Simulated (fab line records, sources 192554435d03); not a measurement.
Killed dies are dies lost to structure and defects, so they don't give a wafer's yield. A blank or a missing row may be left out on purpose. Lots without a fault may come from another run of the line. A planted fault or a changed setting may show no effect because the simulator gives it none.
Which tool did it? | flow n5_finfet | 12 lots, 36 wafers sampled, at 1 step of a route of 1938

WHAT THE GAUGES READ, wafer by wafer
N5_BEOL_M6_CD_MEAS_35: target cd 40 nm, target cd y 28 nm.
lot  | measured     | on        | cd_nm (nm)
L074 | day 9 18:25  | cd_sem-01 | 40.1 40.2 39.6
L080 | day 10 16:38 | cd_sem-01 | 41.5 40.5 40.4
L078 | day 10 17:24 | cd_sem-03 | 40.3 40.5 39.8
L081 | day 11 16:32 | cd_sem-01 | 40.2 39.7 40.3
L083 | day 12 06:51 | cd_sem-03 | 39.1 39.0 40.1
L086 | day 13 06:37 | cd_sem-01 | 40.6 40.1 39.6
L088 | day 13 13:35 | cd_sem-02 | 39.5 40.2 40.0
L089 | day 14 06:00 | cd_sem-01 | 39.9 40.7 40.9
L090 | day 14 11:10 | cd_sem-02 | 40.0 39.8 39.5
L095 | day 14 17:41 | cd_sem-02 | 39.2 39.8 39.7
L094 | day 14 22:13 | cd_sem-03 | 39.7 40.2 41.0
L097 | day 16 12:04 | cd_sem-01 | 40.2 41.0 40.1

WHICH TOOL RAN EACH LOT (tool, then ch and the chambers of the sampled wafers, then the start)
The record holds no process step before these readings.

THE ANSWER, worked out from the rows above alone
Rule: what is usual is taken from the lots themselves. Put in order of their means at a reading, lots are off if they are a third of the lots or fewer, leave a main group of 4 or more, and stand apart from it by a gap of 3 or more times the standard deviation of the main group's means; of several such gaps the widest counts. A main group whose means are all the same, to the digits that the tables above print for the reading, isn't used. A lot without any number at a reading at which 4 lots or more have one is off too. The other lots that the step has rows for count as sound.
No lot is off at any reading shown: from this, nothing can be told.

WHAT THE SIMULATOR HAD PUT IN
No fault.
